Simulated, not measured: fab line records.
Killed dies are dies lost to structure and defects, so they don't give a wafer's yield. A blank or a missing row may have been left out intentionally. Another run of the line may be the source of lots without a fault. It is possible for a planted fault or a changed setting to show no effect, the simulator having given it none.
Chamber matching ; flow nandHarc ; NHARC_THIN_TSV_DEP_43 on pecvd-02 has 3 sister chambers
The step deposits SiO2, target thk 1328.5 nm. 16 wafers are shown with their chamber, then 8 later ones without.

== WAFERS PAIRED WITH THEIR CHAMBERS ==
wafer;chamber;showerheadVppV (V);throttleValvePct (%)
L075.3;1;1818;15.7
L075.4;0;1846;16.9
L075.6;1;1810;16.0
L077.2;2;1952;16.3
L077.3;1;1824;15.8
L077.4;0;1845;16.7
L078.1;1;1812;15.7
L078.3;2;1942;16.5
L078.6;1;1809;15.7
L080.1;2;1947;16.3
L080.2;1;1811;15.2
L080.5;2;1926;16.2
L081.1;2;1952;16.5
L081.4;1;1771;15.5
L081.5;0;1842;16.6
L085.1;0;1847;16.7

SIGNATURES (averages over the wafers above)
reading;chamber 0;chamber 1;chamber 2;scatter within a chamber
showerheadVppV;1845.00;1807.86;1943.80;13.1
throttleValvePct;16.725;15.657;16.360;0.195
Rule: distance of a wafer from a chamber = root of the sum over the readings of ((wafer's reading minus chamber's mean) / reading's scatter) squared. If the next closest chamber is less than 2 further off than the closest, the wafer can't be placed; otherwise it belongs to the closest. How the scatter is found: for the shown wafers, subtract from each reading the mean of its chamber, square and add these, divide the total by (wafers less chambers), then take the root.

== WAFERS WHOSE CHAMBER IS MISSING ==
wafer;showerheadVppV (V);throttleValvePct (%)
L085.2;1796;15.5
L085.4;1931;16.4
L088.2;1946;16.5
L088.3;1872;16.8
L088.6;1941;16.4
L089.3;1863;16.5
L089.4;1865;16.4
L089.5;1787;15.6

== CHAMBER TAKEN BY EACH ==
wafer;from the rows above;in truth
L085.2;1;1
L085.4;2;2
L088.2;2;2
L088.3;0;0
L088.6;2;2
L089.3;0;0
L089.4;0;0
L089.5;1;1
Correctly placed: 8 of 8. Left unplaced by these rows: 0. Placed wrongly: 0.
